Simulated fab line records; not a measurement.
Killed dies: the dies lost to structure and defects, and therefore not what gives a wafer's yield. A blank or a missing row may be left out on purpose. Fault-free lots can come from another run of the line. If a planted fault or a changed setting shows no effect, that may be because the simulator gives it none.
Chamber matching    flow nand-harc    NHARC_P_M0_PRE_CLEAN_31 on pecvd-03 has 3 sister chambers
The step time 12 s. 6 wafers are shown with their chamber, then 10 later ones without.

WAFERS, EACH WITH ITS CHAMBER
wafer   chamber  heater-power-w (W)
L081.3  2        655
L082.2  2        580
L085.1  0        471
L085.4  1        712
L087.1  1        710
L087.4  0        519

WAFERS WITHOUT THEIR CHAMBER
wafer   heater-power-w (W)
L087.6  704
L090.2  724
L090.3  559
L090.6  693
L092.4  526
L092.5  631
L092.6  742
L093.2  499
L093.3  643
L093.6  707

THE CHAMBER EACH PASSED THROUGH
wafer   from the rows above      in truth
L087.6  1                        1
L090.2  1                        1
L090.3  can't be placed: 2 or 0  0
L090.6  can't be placed: 1 or 2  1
L092.4  can't be placed: 0 or 2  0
L092.5  can't be placed: 2 or 1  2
L092.6  1                        1
L093.2  0                        0
L093.3  can't be placed: 2 or 1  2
L093.6  1                        1
Correctly placed: 5 of 10. Unplaceable from these rows: 5, with the true chamber sitting among the candidates in 5. Placed wrongly: 0.
How it was worked out, from the rows above alone: a wafer's distance from a chamber is the root of the sum, over the readings, of the square of ((its reading less the chamber's mean) divided by the reading's scatter). If the next closest chamber is less than 2 further off than the closest, the wafer can't be placed; otherwise it belongs to the closest. The mean given for a chamber averages the wafers shown for that chamber. How the scatter is found: for the shown wafers, subtract from each reading the mean of its chamber, square and add these, divide the total by (wafers less chambers), then take the root.
